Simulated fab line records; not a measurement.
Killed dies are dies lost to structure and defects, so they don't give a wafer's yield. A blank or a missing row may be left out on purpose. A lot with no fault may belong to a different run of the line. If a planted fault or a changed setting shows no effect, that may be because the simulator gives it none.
fab line records | flow nand_harc | part 1 of 2: steps 1 to 27 of 40
record: lots: 5 | wafers: 15 | last_day: 30
route steps=1302 shown A_CONTACT@1102 A_BLC@1107 A_M0@1137
lots that met no fault: taken from a fault-free run of the same line
start_h: hours from the record's opening day to when the first of the lot's shown wafers began | wait_h: how many hours have passed since the lot's step before this one | " as in the row above | L1.1+2: a row that stands for several wafers | - either no value or no given start | * or withheld: withheld | < > ~ a bound
route shown NAME@n: names a module that has steps shown in the file, with the first one's number in the route | usual: mean/standard deviation of fault-free wafers | same: alike in all rows | chamber/n: place in a boat | sites: each site's reading | _std_site: their standard deviation | _edge_site: outer sites' mean less inner sites' | radius_mm: how far each site lies from the wafer's centre | mask NAME#n: copy n | behind: the most recent tool/chamber to have shaped the wafer | hold: cause of the lot's hold/its duration in hours/its outcome | device: the transistor (n, p or np) that didn't switch | end of line: the same wafers' tests at the end of the route | for a step that has no rows: nothing shown but its recipe | killed: count of dies lost to structure and defects at first sort (not the wafer's yield) | map: a wafer's dies, x killed, . not, _ none there
set.NAME: the run value of the setting; set.NAME@STEP: its run value at that earlier step | model.NAME: the simulator's own value behind a step, which no gauge read
certain route steps with their lots: each step a table, each wafer a row
services: when a tool's chamber went out of use (start_h, in hours from the record's first day, below 0 if earlier), for how many hours, and the reason
== steps ==
step: NHARC_A_CONTACT_CVD_19
recipe: target_thk_a: 3000 | temp_c: 300 | pressure_torr: 40 | wf6_flow_sccm: 40 | h2_flow_sccm: 1600 | ar_flow_sccm: 1560 | time_s: 802 | material: W
usual: heater_power_outer_w: 297/31 | heater_power_w: 541/31 | throttle_valve_pct: 8.1/0.35
lot.wafer | tool     | chamber | start_h | wait_h | heater_power_outer_w | heater_power_w | throttle_valve_pct
L077.2    | cvd_w-02 | 0       | -       | -      | 278                  | 526            | 8.6
L077.3    | "        | 0       | "       | "      | 279                  | 545            | 8.8
L077.4    | "        | 1       | "       | "      | 275                  | 533            | 8.0
L081.1    | cvd_w-02 | 0       | -       | -      | 279                  | 535            | 8.4
L081.2    | "        | 1       | "       | "      | 287                  | 536            | 8.0
L081.6    | "        | 0       | "       | "      | 281                  | 534            | 8.4
L083.2    | cvd_w-02 | 0       | -       | -      | 284                  | 546            | 8.9
L083.3    | "        | 1       | "       | "      | 277                  | 549            | 8.2
L083.4    | "        | 0       | "       | "      | 278                  | 528            | 8.6
L088.2    | cvd_w-02 | 0       | -       | -      | 288                  | 553            | 8.5
L088.4    | "        | 1       | "       | "      | 284                  | 541            | 7.5
L088.3    | "        | 0       | "       | "      | 283                  | 547            | 8.3
L089.3    | cvd_w-02 | 0       | -       | -      | 292                  | 545            | 8.4
L089.4    | "        | 1       | "       | "      | 278                  | 541            | 7.8
L089.5    | "        | 1       | "       | "      | 287                  | 544            | 7.8
step: NHARC_A_CONTACT_CMP_20
recipe: t_overpolish_s: 30 | target_thk_nm: 300
usual: motor_current_A: 11.7/0.98 | overpolish_run_s: 29.999/0.0089 | slurry_filter_dp_kPa: 13.52/0.13 | slurry_flow_ml_min: 150.0/0.47 | time_to_endpoint_s: 60/3.2
lot.wafer | tool   | chamber | start_h | wait_h | motor_current_A | overpolish_run_s | slurry_filter_dp_kPa | slurry_flow_ml_min | time_to_endpoint_s
L077.3    | cmp-02 | 3       | 536.83  | 0.5    | 13.8            | 29.997           | 13.31                | 149.2              | 63
L077.2    | "      | 0       | "       | "      | 11.2            | 29.993           | 13.38                | 150.4              | 59
L077.4    | "      | 1       | "       | "      | 12.0            | 29.997           | 13.78                | 150.1              | 59
L081.2    | cmp-03 | 0       | 577.56  | 0.7    | 12.6            | 30.008           | 13.65                | 150.0              | 56
L081.1    | "      | 2       | "       | "      | 10.9            | 30.014           | 13.51                | 149.2              | 59
L081.6    | "      | 0       | "       | "      | 12.5            | 30.002           | 13.48                | 150.7              | 59
L083.2    | cmp-03 | 1       | 605.04  | 0.6    | 11.4            | 29.990           | 13.65                | 150.4              | 63
L083.4    | "      | 2       | "       | "      | 11.1            | 29.990           | 13.34                | 150.8              | 65
L083.3    | "      | 3       | "       | "      | 10.7            | 29.994           | 13.43                | 150.4              | 61
L088.3    | cmp-02 | 2       | 662.48  | 0.4    | 10.5            | 29.982           | 13.64                | 149.9              | 56
L088.2    | "      | 3       | "       | "      | 13.9            | 29.992           | 13.36                | 150.2              | 60
L088.4    | "      | 0       | "       | "      | 10.7            | 29.990           | 13.23                | 150.2              | 56
L089.3    | cmp-02 | 1       | 664.55  | 0.5    | 11.9            | 29.993           | 13.50                | 150.0              | 59
L089.4    | "      | 3       | "       | "      | 13.4            | 30.004           | 13.76                | 149.9              | 57
L089.5    | "      | 1       | "       | "      | 11.6            | 29.997           | 13.71                | 150.1              | 55
step: NHARC_A_CONTACT_SRD_22
lot.wafer  | tool         | chamber | start_h | wait_h
L077.2+4+3 | wet_bench-01 | 7,1,3   | 537.13  | 0.0
L081.2+6+1 | wet_bench-02 | 3,7,0   | 577.86  | 0.0
L083.2+3+4 | wet_bench-02 | 0,2,4   | 605.37  | 0.0
L088.4+3+2 | wet_bench-01 | 0,2,3   | 662.81  | 0.0
L089.4+5+3 | wet_bench-09 | 0,2,4   | 664.87  | 0.0
step: NHARC_A_CONTACT_INSPECT_23
usual: raw_defect_count: 511/150
lot.wafer | tool              | chamber | start_h | wait_h | raw_defect_count
L077.2    | defect_inspect-01 | -       | 537.21  | 0.1    | 431
L077.3    | "                 | -       | "       | "      | 448
L077.4    | "                 | -       | "       | "      | 460
L081.1    | defect_inspect-01 | -       | 577.94  | 0.1    | 633
L081.2    | "                 | -       | "       | "      | 454
L081.6    | "                 | -       | "       | "      | 535
L083.2    | defect_inspect-02 | -       | 605.44  | 0.1    | 589
L083.3    | "                 | -       | "       | "      | 608
L083.4    | "                 | -       | "       | "      | 602
L088.2    | defect_inspect-02 | -       | 662.88  | 0.1    | 370
L088.3    | "                 | -       | "       | "      | 340
L088.4    | "                 | -       | "       | "      | 257
L089.3    | defect_inspect-02 | -       | 664.95  | 0.1    | 384
L089.4    | "                 | -       | "       | "      | 676
L089.5    | "                 | -       | "       | "      | 687
step: NHARC_A_BLC_DEHYDRATE_00
recipe: temp_c: 150 | time_s: 120
lot.wafer  | tool           | chamber | start_h | wait_h
L077.2+3+4 | litho_track-01 | 0       | 537.27  | 0.1
L081.1+2+6 | litho_track-06 | 0       | 578.00  | 0.1
L083.2+3+4 | litho_track-04 | 0       | 605.50  | 0.1
L088.2+3+4 | litho_track-04 | 0       | 662.94  | 0.1
L089.3+4+5 | litho_track-01 | 0       | 665.01  | 0.1
step: NHARC_A_BLC_HMDS_01
recipe: time_s: 30
lot.wafer  | tool           | chamber | start_h | wait_h
L077.2+3+4 | litho_track-01 | 0       | -       | -
L081.1+2+6 | litho_track-06 | 0       | -       | -
L083.2+3+4 | litho_track-04 | 0       | -       | -
L088.2+3+4 | litho_track-04 | 0       | -       | -
L089.3+4+5 | litho_track-01 | 0       | -       | -
step: NHARC_A_BLC_COAT_02
recipe: temp_c: 260 | time_s: 75
lot.wafer  | tool           | chamber | start_h | wait_h
L077.2+3+4 | litho_track-01 | 0       | -       | -
L081.1+2+6 | litho_track-06 | 0       | -       | -
L083.2+3+4 | litho_track-04 | 0       | -       | -
L088.2+3+4 | litho_track-04 | 0       | -       | -
L089.3+4+5 | litho_track-01 | 0       | -       | -
step: NHARC_A_BLC_COAT_03
recipe: temp_c: 225 | time_s: 65
lot.wafer  | tool           | chamber | start_h | wait_h
L077.2+3+4 | litho_track-01 | 0       | -       | -
L081.1+2+6 | litho_track-06 | 0       | -       | -
L083.2+3+4 | litho_track-04 | 0       | -       | -
L088.2+3+4 | litho_track-04 | 0       | -       | -
L089.3+4+5 | litho_track-01 | 0       | -       | -
step: NHARC_A_BLC_COAT_04
recipe: spin_rpm: 1500 | resist_thk_nm: 90
lot.wafer  | tool           | chamber | start_h | wait_h
L077.2+3+4 | litho_track-01 | 0       | -       | -
L081.1+2+6 | litho_track-06 | 0       | -       | -
L083.2+3+4 | litho_track-04 | 0       | -       | -
L088.2+3+4 | litho_track-04 | 0       | -       | -
L089.3+4+5 | litho_track-01 | 0       | -       | -
step: NHARC_A_BLC_SOFTBAKE_05
recipe: temp_c: 105 | time_s: 55
lot.wafer  | tool           | chamber | start_h | wait_h
L077.2+3+4 | litho_track-01 | 0       | -       | -
L081.1+2+6 | litho_track-06 | 0       | -       | -
L083.2+3+4 | litho_track-04 | 0       | -       | -
L088.2+3+4 | litho_track-04 | 0       | -       | -
L089.3+4+5 | litho_track-01 | 0       | -       | -
step: NHARC_A_BLC_EBR_06
lot.wafer  | tool           | chamber | start_h | wait_h
L077.2+3+4 | litho_track-01 | 0       | -       | -
L081.1+2+6 | litho_track-06 | 0       | -       | -
L083.2+3+4 | litho_track-04 | 0       | -       | -
L088.2+3+4 | litho_track-04 | 0       | -       | -
L089.3+4+5 | litho_track-01 | 0       | -       | -
step: NHARC_A_BLC_EXPOSE_07
recipe: na: 1.35 | target_cd_nm: 100 | dose_mj: 67.97 | mask_id: A_BLC
lot.wafer  | tool            | chamber | start_h | wait_h | mask
L077.2+3+4 | arfi_scanner-03 | 0       | 537.58  | -      | A_BLC#0
L081.1+2+6 | arfi_scanner-02 | 0       | 578.19  | -      | A_BLC#0
L083.2+3+4 | arfi_scanner-03 | 0       | 605.82  | -      | A_BLC#0
L088.2+3+4 | arfi_scanner-03 | 0       | 663.13  | -      | A_BLC#0
L089.3+4+5 | arfi_scanner-02 | 0       | 665.33  | -      | A_BLC#0
step: NHARC_A_BLC_PEB_08
recipe: peb_temp_c: 100 | peb_time_s: 65
same: peb_time_s: 65
lot.wafer  | tool           | chamber | start_h | wait_h
L077.2+3+4 | litho_track-04 | 0       | 537.65  | 0.1
L081.1+2+6 | litho_track-04 | 0       | 578.25  | 0.1
L083.2+3+4 | litho_track-06 | 0       | 605.87  | 0.1
L088.2+3+4 | litho_track-01 | 0       | 663.18  | 0.1
L089.3+4+5 | litho_track-06 | 0       | 665.38  | 0.0
step: NHARC_A_BLC_DEVELOP_09
recipe: develop_time_s: 35 | dev_temp_c: 23
lot.wafer  | tool           | chamber | start_h | wait_h
L077.2+3+4 | litho_track-04 | 0       | -       | -
L081.1+2+6 | litho_track-04 | 0       | -       | -
L083.2+3+4 | litho_track-06 | 0       | -       | -
L088.2+3+4 | litho_track-01 | 0       | -       | -
L089.3+4+5 | litho_track-06 | 0       | -       | -
step: NHARC_A_BLC_CD_MEAS_10
recipe: target_cd_nm: 100 | landing_energy_ev: 500
usual: cd_nm: 100.2/0.52
lot.wafer | tool      | chamber | start_h | wait_h | cd_nm
L077.2    | cd_sem-01 | 0       | 537.73  | -      | 99.9
L077.3    | "         | 0       | "       | "      | 100.4
L077.4    | "         | 0       | "       | "      | 99.2
L081.1    | cd_sem-03 | 0       | 578.33  | -      | 99.3
L081.2    | "         | 0       | "       | "      | 99.6
L081.6    | "         | 0       | "       | "      | 99.5
L083.2    | cd_sem-02 | 0       | 605.95  | -      | 100.8
L083.3    | "         | 0       | "       | "      | 101.2
L083.4    | "         | 0       | "       | "      | 101.3
L088.2    | cd_sem-03 | 0       | 663.27  | -      | 100.2
L088.3    | "         | 0       | "       | "      | 99.6
L088.4    | "         | 0       | "       | "      | 99.7
L089.3    | cd_sem-02 | 0       | 665.46  | -      | 100.5
L089.4    | "         | 0       | "       | "      | 99.9
L089.5    | "         | 0       | "       | "      | 100.2
step: NHARC_A_BLC_OVL_MEAS_11
usual: overlay_x_nm: 0.4/1 | overlay_y_nm: 0.2/0.94
lot.wafer | tool       | chamber | start_h | wait_h | overlay_x_nm | overlay_y_nm
L077.2    | overlay-01 | -       | 537.82  | -      | 0.0          | 1.3
L077.3    | "          | -       | "       | "      | -0.1         | 0.9
L077.4    | "          | -       | "       | "      | -0.4         | 1.1
L081.1    | overlay-01 | -       | 578.42  | -      | 0.2          | -0.2
L081.2    | "          | -       | "       | "      | 0.0          | -0.3
L081.6    | "          | -       | "       | "      | -0.5         | -0.2
L083.2    | overlay-01 | -       | 606.04  | -      | -1.1         | 0.3
L083.3    | "          | -       | "       | "      | -1.1         | 0.5
L083.4    | "          | -       | "       | "      | -0.3         | 1.0
L088.2    | overlay-02 | -       | 663.35  | -      | 0.6          | 1.0
L088.3    | "          | -       | "       | "      | 0.7          | 1.1
L088.4    | "          | -       | "       | "      | 0.3          | 1.2
L089.3    | overlay-02 | -       | 665.55  | -      | 0.8          | 0.8
L089.4    | "          | -       | "       | "      | 0.8          | 0.9
L089.5    | "          | -       | "       | "      | 0.6          | 1.0
step: NHARC_A_BLC_INSPECT_12
usual: raw_defect_count: 82/42
lot.wafer | tool              | chamber | start_h | wait_h | raw_defect_count
L077.2    | defect_inspect-02 | -       | 537.85  | 0.0    | 20
L077.3    | "                 | -       | "       | "      | 24
L077.4    | "                 | -       | "       | "      | 22
L081.1    | defect_inspect-01 | -       | 578.45  | 0.0    | 156
L081.2    | "                 | -       | "       | "      | 139
L081.6    | "                 | -       | "       | "      | 154
L083.2    | defect_inspect-02 | -       | 606.08  | 0.0    | 104
L083.3    | "                 | -       | "       | "      | 112
L083.4    | "                 | -       | "       | "      | 103
L088.2    | defect_inspect-01 | -       | 663.39  | 0.0    | 38
L088.3    | "                 | -       | "       | "      | 30
L088.4    | "                 | -       | "       | "      | 23
L089.3    | defect_inspect-01 | -       | 665.59  | 0.0    | 134
L089.4    | "                 | -       | "       | "      | 132
L089.5    | "                 | -       | "       | "      | 105
step: NHARC_A_BLC_DESCUM_15
recipe: time_s: 3 | o2_flow_sccm: 200 | ar_flow_sccm: 0 | bias_power_w: 0 | chemistry: O2
usual: drypump_motor_current_A: 5.4/0.52 | oes_product_au: 1.000/0.0063 | rf_vpp_V: 57.7/0.84 | showerhead_plenum_p_Torr: 1.89/0.072 | throttle_valve_pct: 11.310/0.008
lot.wafer | tool        | chamber | start_h | wait_h | drypump_motor_current_A | oes_product_au | rf_hours_counter_h | rf_vpp_V | showerhead_plenum_p_Torr | throttle_valve_pct
L077.2    | rie_diel-11 | 1       | 537.91  | 0.1    | 4.7                     | 1.001          | 6                  | 58.3     | 1.98                     | 11.300
L077.4    | "           | 2       | "       | "      | 5.7                     | 0.986          | 6                  | 56.9     | 1.80                     | 11.316
L077.3    | "           | 0       | "       | "      | 4.9                     | 1.010          | 7                  | 57.9     | 1.98                     | 11.304
L081.1    | rie_diel-06 | 2       | 578.51  | 0.1    | 4.9                     | 1.003          | 5                  | 56.7     | 1.82                     | 11.317
L081.2    | "           | 1       | "       | "      | 6.2                     | 0.986          | 6                  | 59.6     | 1.77                     | 11.315
L081.6    | "           | 3       | "       | "      | 5.0                     | 0.989          | -                  | 57.6     | 1.84                     | 11.309
L083.4    | rie_diel-06 | 3       | 606.14  | 0.1    | 5.1                     | 1.002          | 7                  | 58.6     | 1.84                     | 11.310
L083.2    | "           | 0       | "       | "      | 5.6                     | 1.005          | 9                  | 57.2     | 1.89                     | 11.312
L083.3    | "           | 2       | "       | "      | 5.0                     | 0.997          | 7                  | 57.0     | 1.82                     | 11.311
L088.3    | rie_diel-09 | 1       | 663.45  | 0.1    | 5.6                     | 0.992          | 58                 | 56.9     | 1.90                     | 11.303
L088.4    | "           | 2       | "       | "      | 4.9                     | 0.997          | 52                 | 57.1     | 1.92                     | 11.297
L088.2    | "           | 3       | "       | "      | 6.5                     | 1.004          | 52                 | 57.9     | 1.96                     | 11.310
L089.4    | rie_diel-11 | 3       | 665.65  | 0.1    | 5.6                     | 0.997          | 2                  | 56.8     | 1.89                     | 11.315
L089.3    | "           | 1       | "       | "      | 4.7                     | 0.984          | 2                  | 59.4     | 1.98                     | 11.318
L089.5    | "           | 3       | "       | "      | 5.5                     | 0.996          | -                  | 57.7     | 1.89                     | 11.313
step: NHARC_A_BLC_ETCH_16
recipe: target_depth_a: 390 | over_etch_frac: 0.3 | time_s: 65 | ion_energy_ev: 80 | cf4_flow_sccm: 150 | ar_flow_sccm: 0 | rf_w: 300 | bias_w: 100 | chemistry: CF4
usual: drypump_motor_current_A: 5.3/0.5 | oes_product_au: 1.001/0.0063 | rf_vpp_V: 151.0/1.1 | showerhead_plenum_p_Torr: 1.75/0.061 | throttle_valve_pct: 13.284/0.01
lot.wafer | tool        | chamber | start_h | wait_h | drypump_motor_current_A | oes_product_au | rf_hours_counter_h | rf_vpp_V | showerhead_plenum_p_Torr | throttle_valve_pct
L077.3    | rie_diel-11 | 1       | 538.00  | 0.1    | 4.7                     | 0.993          | 6                  | 152.2    | 1.83                     | 13.275
L077.4    | "           | 2       | "       | "      | 5.8                     | 0.993          | 6                  | 151.0    | 1.67                     | 13.278
L077.2    | "           | 0       | "       | "      | 4.9                     | 0.990          | 7                  | 151.6    | 1.83                     | 13.298
L081.1    | rie_diel-06 | 1       | 578.61  | 0.1    | 6.2                     | 1.000          | 6                  | 149.9    | 1.64                     | 13.317
L081.2    | "           | 2       | "       | "      | 5.0                     | 0.993          | 5                  | 149.3    | 1.69                     | 13.285
L081.6    | "           | 0       | "       | "      | 5.6                     | 1.003          | -                  | 150.7    | 1.75                     | 13.304
L083.2    | rie_diel-06 | 3       | 606.23  | 0.1    | 5.1                     | 1.008          | 7                  | 150.3    | 1.70                     | 13.278
L083.3    | "           | 0       | "       | "      | 5.6                     | 1.009          | 9                  | 150.0    | 1.75                     | 13.292
L083.4    | "           | 1       | "       | "      | 6.2                     | 1.009          | 8                  | 148.2    | 1.64                     | 13.287
L088.4    | rie_diel-09 | 1       | 663.54  | 0.1    | 5.5                     | 1.008          | 58                 | 150.4    | 1.75                     | 13.281
L088.2    | "           | 2       | "       | "      | 4.9                     | 1.003          | 52                 | 151.0    | 1.78                     | 13.290
L088.3    | "           | 3       | "       | "      | 6.5                     | 1.018          | 52                 | 152.2    | 1.81                     | 13.299
L089.4    | rie_diel-11 | 0       | 665.74  | 0.1    | 4.9                     | 1.005          | 1                  | 151.3    | 1.83                     | 13.283
L089.3    | "           | 2       | "       | "      | 5.7                     | 0.989          | 2                  | 149.7    | 1.67                     | 13.275
L089.5    | "           | 0       | "       | "      | 4.9                     | 0.996          | -                  | 152.6    | 1.83                     | 13.280
step: NHARC_A_BLC_ETCH_17
recipe: target_depth_a: 3900 | over_etch_frac: 0.25 | time_s: 609.38 | ion_energy_ev: 200 | n2_flow_sccm: 150 | h2_flow_sccm: 150 | ar_flow_sccm: 0 | rf_w: 400 | bias_w: 150 | chemistry: N2/H2
usual: drypump_motor_current_A: 5.4/0.51 | oes_product_au: 0.999/0.0065 | rf_vpp_V: 429.6/2.4 | showerhead_plenum_p_Torr: 2.01/0.08 | throttle_valve_pct: 14.172/0.0087
lot.wafer | tool        | chamber | start_h | wait_h | drypump_motor_current_A | oes_product_au | rf_hours_counter_h | rf_vpp_V | showerhead_plenum_p_Torr | throttle_valve_pct
L077.3    | rie_diel-11 | 3       | -       | -      | 5.5                     | 0.995          | 6                  | 429.7    | 2.01                     | 14.160
L077.2    | "           | 0       | "       | "      | 4.9                     | 0.997          | 7                  | 433.8    | 2.11                     | 14.165
L077.4    | "           | 1       | "       | "      | 4.7                     | 0.988          | 7                  | 433.4    | 2.12                     | 14.174
L081.2    | rie_diel-06 | 1       | -       | -      | 6.2                     | 1.004          | 6                  | 425.7    | 1.88                     | 14.159
L081.1    | "           | 2       | "       | "      | 4.9                     | 1.006          | 5                  | 426.3    | 1.94                     | 14.171
L081.6    | "           | 1       | "       | "      | 6.2                     | 0.995          | -                  | 426.4    | 1.88                     | 14.163
L083.4    | rie_diel-06 | 1       | -       | -      | 6.2                     | 1.006          | 8                  | 426.2    | 1.88                     | 14.165
L083.3    | "           | 2       | "       | "      | 4.9                     | 1.001          | 7                  | 427.0    | 1.94                     | 14.175
L083.2    | "           | 0       | "       | "      | 5.6                     | 1.001          | 9                  | 429.5    | 2.01                     | 14.193
L088.3    | rie_diel-09 | 2       | -       | -      | 4.9                     | 0.998          | 52                 | 432.1    | 2.05                     | 14.185
L088.4    | "           | 3       | "       | "      | 6.5                     | 0.999          | 52                 | 431.3    | 2.09                     | 14.175
L088.2    | "           | 0       | "       | "      | 5.8                     | 1.001          | 57                 | 428.5    | 1.94                     | 14.175
L089.4    | rie_diel-11 | 1       | -       | -      | 4.7                     | 0.994          | 2                  | 432.8    | 2.12                     | 14.199
L089.3    | "           | 0       | "       | "      | 4.9                     | 1.000          | 2                  | 431.5    | 2.11                     | 14.174
L089.5    | "           | 1       | "       | "      | 4.7                     | 0.990          | -                  | 433.9    | 2.12                     | 14.188
step: NHARC_A_BLC_ETCH_18
recipe: target_depth_a: 9100 | c4f8_flow_sccm: 20 | o2_flow_sccm: 10 | ar_flow_sccm: withheld | rf_w: 600 | bias_w: 1500 | chemistry: C4F8/O2/Ar
usual: oes_product_au: 0.946/0.022 | rf_vpp_V: 977/5.1
lot.wafer | tool        | chamber | start_h | wait_h | oes_product_au | rf_hours_counter_h | rf_vpp_V
L077.3    | rie_diel-11 | 3       | -       | -      | 0.924          | 6                  | 977
L077.2    | "           | 0       | "       | "      | 0.936          | 7                  | 983
L077.4    | "           | 1       | "       | "      | 0.925          | 7                  | 983
L081.2    | rie_diel-06 | 2       | -       | -      | 0.931          | 5                  | 971
L081.1    | "           | 1       | "       | "      | 0.935          | 6                  | 968
L081.6    | "           | 2       | "       | "      | 0.923          | -                  | 970
L083.4    | rie_diel-06 | 3       | -       | -      | 0.928          | 8                  | 972
L083.2    | "           | 0       | "       | "      | 0.927          | 9                  | 975
L083.3    | "           | 2       | "       | "      | 0.927          | 7                  | 972
L088.4    | rie_diel-09 | 3       | -       | -      | 0.929          | 52                 | 982
L088.2    | "           | 1       | "       | "      | 0.930          | 58                 | 977
L088.3    | "           | 2       | "       | "      | 0.931          | 52                 | 979
L089.3    | rie_diel-11 | 0       | -       | -      | 0.992          | 2                  | 984
L089.4    | "           | 2       | "       | "      | 0.959          | 2                  | 971
L089.5    | "           | 1       | "       | "      | 0.972          | -                  | 982
step: NHARC_A_BLC_CD_MEAS_19
usual: cd_nm: 99.9/1.5
lot.wafer | tool      | chamber | start_h | wait_h | cd_nm
L077.2    | cd_sem-01 | -       | 538.88  | -      | 99.2
L077.3    | "         | -       | "       | "      | 101.0
L077.4    | "         | -       | "       | "      | 100.1
L081.1    | cd_sem-02 | -       | 579.48  | -      | 100.5
L081.2    | "         | -       | "       | "      | 102.5
L081.6    | "         | -       | "       | "      | 100.1
L083.2    | cd_sem-02 | -       | 607.10  | -      | 100.3
L083.3    | "         | -       | "       | "      | 100.3
L083.4    | "         | -       | "       | "      | 99.9
L088.2    | cd_sem-03 | -       | 664.42  | -      | 98.8
L088.3    | "         | -       | "       | "      | 99.5
L088.4    | "         | -       | "       | "      | 99.1
L089.3    | cd_sem-01 | -       | 666.62  | -      | 100.9
L089.4    | "         | -       | "       | "      | 98.3
L089.5    | "         | -       | "       | "      | 100.2
step: NHARC_A_BLC_STRIP_29
recipe: cf4_flow_sccm: 150 | ar_flow_sccm: 0 | bias_w: 0 | chemistry: CF4
usual: drypump_motor_current_A: 5.4/0.49 | oes_product_au: 1.000/0.007 | rf_vpp_V: 59.2/0.93 | showerhead_plenum_p_Torr: 1.72/0.06 | throttle_valve_pct: 13.284/0.0095
lot.wafer | tool        | chamber | start_h | wait_h | drypump_motor_current_A | oes_product_au | rf_hours_counter_h | rf_vpp_V | showerhead_plenum_p_Torr | throttle_valve_pct
L077.3    | rie_diel-11 | 1       | 538.95  | 0.1    | 4.7                     | 1.005          | 7                  | 58.7     | 1.83                     | 13.266
L077.4    | "           | 2       | "       | "      | 5.7                     | 0.997          | 7                  | 57.2     | 1.67                     | 13.279
L077.2    | "           | 0       | "       | "      | 4.9                     | 1.009          | 7                  | 60.3     | 1.83                     | 13.299
L081.1    | rie_diel-06 | 3       | 579.55  | 0.1    | 5.1                     | 1.001          | 5                  | 59.2     | 1.70                     | 13.290
L081.2    | "           | 2       | "       | "      | 4.9                     | 1.003          | 5                  | 57.9     | 1.69                     | 13.289
L081.6    | "           | 3       | "       | "      | 5.1                     | 1.003          | -                  | 58.3     | 1.70                     | 13.262
L083.3    | rie_diel-11 | 0       | 607.17  | 0.1    | 4.9                     | 0.994          | 11                 | 59.2     | 1.83                     | 13.272
L083.4    | "           | 1       | "       | "      | 4.7                     | 1.000          | 10                 | 59.5     | 1.83                     | 13.290
L083.2    | "           | 2       | "       | "      | 5.7                     | 0.984          | 11                 | 58.6     | 1.67                     | 13.290
L088.3    | rie_diel-09 | 1       | 664.49  | 0.1    | 5.6                     | 0.990          | 58                 | 59.2     | 1.75                     | 13.296
L088.4    | "           | 2       | "       | "      | 4.9                     | 1.004          | 52                 | 60.7     | 1.78                     | 13.290
L088.2    | "           | 0       | "       | "      | 5.8                     | 1.010          | 57                 | 59.2     | 1.69                     | 13.276
L089.4    | rie_diel-11 | 0       | 666.68  | 0.1    | 4.9                     | 0.991          | 2                  | 61.1     | 1.83                     | 13.280
L089.3    | "           | 2       | "       | "      | 5.8                     | 0.992          | 2                  | 59.2     | 1.67                     | 13.279
L089.5    | "           | 1       | "       | "      | 4.7                     | 0.999          | -                  | 60.8     | 1.83                     | 13.283
step: NHARC_A_BLC_STRIP_21
recipe: o2_flow_sccm: 500 | ar_flow_sccm: 0 | bias_w: 0 | chemistry: O2
usual: drypump_motor_current_A: 5.4/0.51 | oes_product_au: 1.000/0.0064 | rf_vpp_V: 57.6/0.89 | showerhead_plenum_p_Torr: 3.43/0.12 | throttle_valve_pct: 17.035/0.0099
lot.wafer | tool        | chamber | start_h | wait_h | drypump_motor_current_A | oes_product_au | rf_hours_counter_h | rf_vpp_V | showerhead_plenum_p_Torr | throttle_valve_pct
L077.3    | rie_diel-11 | 1       | 539.51  | 0.6    | 4.7                     | 1.010          | 7                  | 58.8     | 3.65                     | 17.031
L077.2    | "           | 3       | "       | "      | 5.5                     | 0.998          | 7                  | 56.8     | 3.48                     | 17.027
L077.4    | "           | 0       | "       | "      | 4.9                     | 1.001          | 7                  | 57.9     | 3.65                     | 17.045
L081.1    | rie_diel-06 | 1       | 579.67  | 0.1    | 6.2                     | 0.995          | 6                  | 59.1     | 3.28                     | 17.038
L081.2    | "           | 2       | "       | "      | 5.0                     | 0.994          | 5                  | 56.8     | 3.37                     | 17.058
L081.6    | "           | 1       | "       | "      | 6.2                     | 0.995          | -                  | 57.9     | 3.28                     | 17.028
L083.2    | rie_diel-11 | 1       | 607.28  | 0.1    | 4.7                     | 0.997          | 10                 | 58.4     | 3.65                     | 17.043
L083.4    | "           | 2       | "       | "      | 5.8                     | 0.997          | 11                 | 56.6     | 3.33                     | 17.031
L083.3    | "           | 0       | "       | "      | 4.9                     | 0.993          | 11                 | 60.0     | 3.64                     | 17.045
L088.4    | rie_diel-09 | 0       | 664.62  | 0.1    | 5.8                     | 1.003          | 57                 | 58.3     | 3.37                     | 17.041
L088.3    | "           | 1       | "       | "      | 5.6                     | 0.990          | 58                 | 57.8     | 3.50                     | 17.046
L088.2    | "           | 2       | "       | "      | 4.9                     | 0.997          | 52                 | 58.5     | 3.55                     | 17.032
L089.3    | rie_diel-11 | 3       | 666.79  | 0.1    | 5.6                     | 1.012          | 2                  | 58.4     | 3.48                     | 17.046
L089.4    | "           | 1       | "       | "      | 4.7                     | 0.994          | 2                  | 57.3     | 3.65                     | 17.035
L089.5    | "           | 0       | "       | "      | 4.9                     | 0.998          | -                  | 56.6     | 3.64                     | 17.032
step: NHARC_A_BLC_STRIP_22
recipe: time_s: 600 | temp_c: 30 | chemistry: post_etch_residue_remover
lot.wafer  | tool         | chamber | start_h | wait_h
L077.3+4+2 | wet_bench-03 | 1,3,5   | 539.66  | -
L081.2+6+1 | wet_bench-03 | 0,1,4   | 579.81  | -
L083.4+3+2 | wet_bench-03 | 0,1,5   | 607.43  | -
L088.4+3+2 | wet_bench-03 | 7,0,1   | 664.77  | -
L089.3+5+4 | wet_bench-05 | 5,0,1   | 666.94  | -
step: NHARC_A_BLC_DEGAS_30
recipe: temp_c: 300 | time_s: 60
usual: heater_power_w: 511/35
lot.wafer | tool           | chamber | start_h | wait_h | heater_power_w
L077.3    | pvd_sputter-03 | -       | 539.93  | -      | 514
L077.4    | "              | -       | "       | "      | 496
L077.2    | "              | -       | "       | "      | 532
L081.2    | pvd_sputter-02 | -       | 580.11  | -      | 511
L081.1    | "              | -       | "       | "      | 526
L081.6    | "              | -       | "       | "      | 497
L083.3    | pvd_sputter-01 | -       | 607.71  | -      | 439
L083.4    | "              | -       | "       | "      | 558
L083.2    | "              | -       | "       | "      | 511
L088.3    | pvd_sputter-03 | -       | 665.03  | -      | 514
L088.2    | "              | -       | "       | "      | 508
L088.4    | "              | -       | "       | "      | 513
L089.4    | pvd_sputter-03 | -       | 667.21  | -      | 508
L089.3    | "              | -       | "       | "      | 537
L089.5    | "              | -       | "       | "      | 511
step: NHARC_A_BLC_PRE_CLEAN_31
recipe: time_s: 15 | bias_v: 250 | gas: Ar
lot.wafer  | tool           | chamber | start_h | wait_h
L077.3+4+2 | pvd_sputter-03 | -       | -       | -
L081.2+1+6 | pvd_sputter-02 | -       | -       | -
L083.3+4+2 | pvd_sputter-01 | -       | -       | -
L088.4+2+3 | pvd_sputter-03 | -       | -       | -
L089.4+3+5 | pvd_sputter-03 | -       | -       | -
